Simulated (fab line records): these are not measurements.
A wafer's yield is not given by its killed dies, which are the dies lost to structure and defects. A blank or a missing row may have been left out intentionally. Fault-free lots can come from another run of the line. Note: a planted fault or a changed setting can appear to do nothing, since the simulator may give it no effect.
A struck lot beside a sound one + flow n5 finfet + 38 steps out of a route of 1938
Sound: the wafers L743.2, L743.4, L743.6. Struck: wafer L761.3 (left out: L761.2, a lot-mate that was not struck); the cause follows at the end.
Per side, at each step with rows, come the tool, then ch with its chambers, and then its first start. Under that, the readings that differ: sound wafers + struck wafers + difference of the means + sigmas: that difference in standard deviations of wafers without a fault.
alike: readings with means less than 2 such deviations apart, plus words and numbers identical on both sides. not compared: withheld readings, readings lacking a value on some wafer, bounds such as >300 that could conceal the same value, and numbers that have no deviation in the record and whose values overlap.
Wherever a step has rows on one side only, a row that says differs or no value, or a row with sigmas, the two part there. When numbers do not overlap yet have no deviation, they are printed without sigmas and do not part them. A reading missing from all wafers of one side parts the sides only when that side holds two or more wafers.

first, 9 steps without rows for these wafers: N5_BEOL_M3_ANNEAL_95 (time 240 s); N5_BEOL_M3_SPUTTER_96 (material Cu, target thk 4.5 nm, time 8.29 s); N5_BEOL_M3_ECD_50 (material Cu, target thk 300 nm); N5_BEOL_M3_ANNEAL_51 (time 90 s); N5_BEOL_M3_CMP_52 (polishes, stops on SiOC, t overpolish 6.8 s, target thk 40 nm); N5_BEOL_M3_PRE_CLEAN_60 (time 15 s); N5_BEOL_M3_CO_CAP_55 (material Co, precursor CCTBA/H2, target thk 2 nm, time 102.1 s); N5_BEOL_M3_PRE_CLEAN_56 (time 15 s); N5_BEOL_M3_DEP_57 (deposits SiCN from 3MS/NH3, target thk 8 nm, time 14 s).
N5_BEOL_M4_ILD_DEP_00: deposits SiOC from DEMS/O2, target thk 79 nm, time 15.3 s.
  sound on pecvd-03 ch 1,2, day 8 04:29; struck on pecvd-03 ch 2, day 12 21:28
| reading                                      | sound          | struck | difference | sigmas |
|----------------------------------------------|----------------|--------|------------|--------|
| model.SiOC_of_BEOL_M4_ILD_DEP_00.thk nm (nm) | 79.4 79.6 79.4 | 59.4   | -20.1      |        |
  alike: heater power w, showerhead plenum p Torr, throttle valve pct
  not compared: rf fwd power W
N5_BEOL_M4_THK_MEAS_01:
  sound on film metro-02, day 8 04:34; struck on film metro-01, day 12 21:32
| reading         | sound          | struck | difference | sigmas |
|-----------------|----------------|--------|------------|--------|
| M4_ILD_THK (nm) | 79.4 79.7 79.4 | 59.5   | -20.0      | -20    |
then, 24 steps without rows for these wafers: N5_BEOL_M4_PECVD_72 (deposits SiO2 from TEOS/O2, target thk 16 nm, time 18 s); N5_BEOL_M4_HM_DEP_02 (deposits TiN, target thk 20 nm); N5_BEOL_M4_COAT_61 (time 60 s, resist thk 60 nm); N5_BEOL_M4_COAT_62 (time 60 s, resist thk 12 nm); N5_BEOL_M4_COAT_73 (time 60 s, resist thk 5 nm); N5_BEOL_M4_COAT_05 (resist thk 30 nm); N5_BEOL_M4_EBR_07; N5_BEOL_M4_SOFTBAKE_06 (time 60 s); N5_BEOL_M4_EXPOSE_08 (exposes mask M4); N5_BEOL_M4_PEB_09 (peb time 60 s); N5_BEOL_M4_DEVELOP_10 (develop time 30 s); N5_BEOL_M4_DESCUM_16 (chemistry O2, time 7 s); N5_BEOL_M4_ETCH_74 (etches underlayer in N2/H2, target depth 6.5 nm, time 5.2 s); N5_BEOL_M4_ETCH_63 (etches SiARC in CF4, target depth 15.6 nm, time 26 s); N5_BEOL_M4_ETCH_64 (etches SOC in N2/H2, target depth 75 nm, overetch 22.5 nm, time 121.9 s); N5_BEOL_M4_STRIP_65 (strips in N2/H2); N5_BEOL_M4_STRIP_75 (strips in N2/H2); N5_BEOL_M4_STRIP_66 (strips in CF4); N5_BEOL_M4_HM_OPEN_17 (chemistry Cl2/BCl3, target TiN, target depth 20 nm, overetch 6 nm); N5_BEOL_M4_STRIP_19 (strips in O2); N5_BEOL_M4_COAT_67 (time 60 s, resist thk 60 nm); N5_BEOL_M4_COAT_68 (time 60 s, resist thk 12 nm); N5_BEOL_M4_COAT_76 (time 60 s, resist thk 5 nm); N5_BEOL_M4_COAT_22 (resist thk 30 nm).
N5_BEOL_M4_CMP_52: polishes, stops on SiOC, t overpolish 6.8 s, target thk 40 nm.
  sound on cmp-03 ch 0,1,3, day 8 11:02; struck on cmp-04 ch 0, day 13 07:54
| reading                                      | sound          | struck | difference | sigmas |
|----------------------------------------------|----------------|--------|------------|--------|
| model.SiOC_of_BEOL_M4_ILD_DEP_00.thk nm (nm) | 76.4 76.6 76.4 | 56.4   | -20.1      |        |
  alike: motor current A, platen rpm
  not compared: pad life wafers
N5_BEOL_M4_RC_MEAS_101:
  sound on prober-02 ch 0, day 8 11:43; struck on prober-02 ch 0, day 13 08:44
| reading       | sound          | struck | difference | sigmas |
|---------------|----------------|--------|------------|--------|
| DIBL_P (mV/V) | 38.1 37.1 39.8 | 33.6   | -4.7       | -2     |
  alike: DIBL_N, IOFF_N, IOFF_P, ION_N, ION_P, SS_N, SS_P, VT_N, VT_P
-- here the record skips 5 days between the struck wafers' starts before and after, leaving off in module BEOL_M4 and picking up in module PASSIVATION (first step shown: number 1936 of the route) --
N5_PASSIVATION_PROBE_49:
  record: rows for the struck wafers here (prober-02, day 17 20:54), none for the sound ones

## WHERE THEY PART
Last at N5_PASSIVATION_PROBE_49 as far as this record goes, first at N5_BEOL_M4_THK_MEAS_01.

WHY: whatever the simulator had introduced
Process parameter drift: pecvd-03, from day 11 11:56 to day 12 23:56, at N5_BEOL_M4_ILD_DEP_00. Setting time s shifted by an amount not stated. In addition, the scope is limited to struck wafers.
